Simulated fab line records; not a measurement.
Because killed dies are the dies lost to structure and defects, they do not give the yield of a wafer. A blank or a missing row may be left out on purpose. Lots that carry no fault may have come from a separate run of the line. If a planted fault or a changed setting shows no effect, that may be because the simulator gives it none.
Matching of chambers / flow nandHarc / rieDiel-13 running NHARC_P_BONDPAD_ACTIVATE_29: 4 sister chambers
The step chemistry N2, time 60 s. 8 wafers are shown with their chamber, then 7 later ones without.

== EACH WAFER AND ITS CHAMBER ==
wafer=L076.1; chamber=3; drypumpMotorCurrentA (A)=6.8; oesProductAu (a.u.)=1.013
wafer=L082.4; chamber=3; drypumpMotorCurrentA (A)=6.8; oesProductAu (a.u.)=1.012
wafer=L083.6; chamber=0; drypumpMotorCurrentA (A)=5.5; oesProductAu (a.u.)=1.003
wafer=L088.4; chamber=1; drypumpMotorCurrentA (A)=5.8; oesProductAu (a.u.)=1.014
wafer=L088.5; chamber=2; drypumpMotorCurrentA (A)=5.8; oesProductAu (a.u.)=0.999
wafer=L088.6; chamber=1; drypumpMotorCurrentA (A)=5.7; oesProductAu (a.u.)=1.014
wafer=L089.1; chamber=0; drypumpMotorCurrentA (A)=5.5; oesProductAu (a.u.)=1.009
wafer=L089.3; chamber=2; drypumpMotorCurrentA (A)=5.8; oesProductAu (a.u.)=1.002

== WAFERS WHOSE CHAMBER IS MISSING ==
wafer=L089.6; drypumpMotorCurrentA (A)=5.8; oesProductAu (a.u.)=0.998
wafer=L090.1; drypumpMotorCurrentA (A)=5.8; oesProductAu (a.u.)=1.011
wafer=L090.3; drypumpMotorCurrentA (A)=5.8; oesProductAu (a.u.)=0.994
wafer=L090.5; drypumpMotorCurrentA (A)=5.8; oesProductAu (a.u.)=1.018
wafer=L093.1; drypumpMotorCurrentA (A)=6.8; oesProductAu (a.u.)=1.018
wafer=L093.2; drypumpMotorCurrentA (A)=5.8; oesProductAu (a.u.)=1.016
wafer=L093.3; drypumpMotorCurrentA (A)=5.5; oesProductAu (a.u.)=1.005

== EACH ONE'S CHAMBER ==
wafer=L089.6; from the rows above=2; in truth=2
wafer=L090.1; from the rows above=1; in truth=1
wafer=L090.3; from the rows above=2; in truth=2
wafer=L090.5; from the rows above=1; in truth=1
wafer=L093.1; from the rows above=3; in truth=3
wafer=L093.2; from the rows above=1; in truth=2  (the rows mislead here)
wafer=L093.3; from the rows above=0; in truth=0
6 of 7 placed correctly. Left unplaced by these rows: 0. 1 placed wrongly.
How it was worked out, from the rows above alone: a wafer's distance from a chamber is the root of the sum, over the readings, of the square of ((its reading less the chamber's mean) divided by the reading's scatter). If the next closest chamber is less than 2 further off than the closest, the wafer can't be placed; otherwise it belongs to the closest. A chamber's mean is the mean of its shown wafers. The scatter: take each reading less its chamber's mean, square it, sum over the shown wafers, divide by the number of wafers less the number of chambers, and take the root.
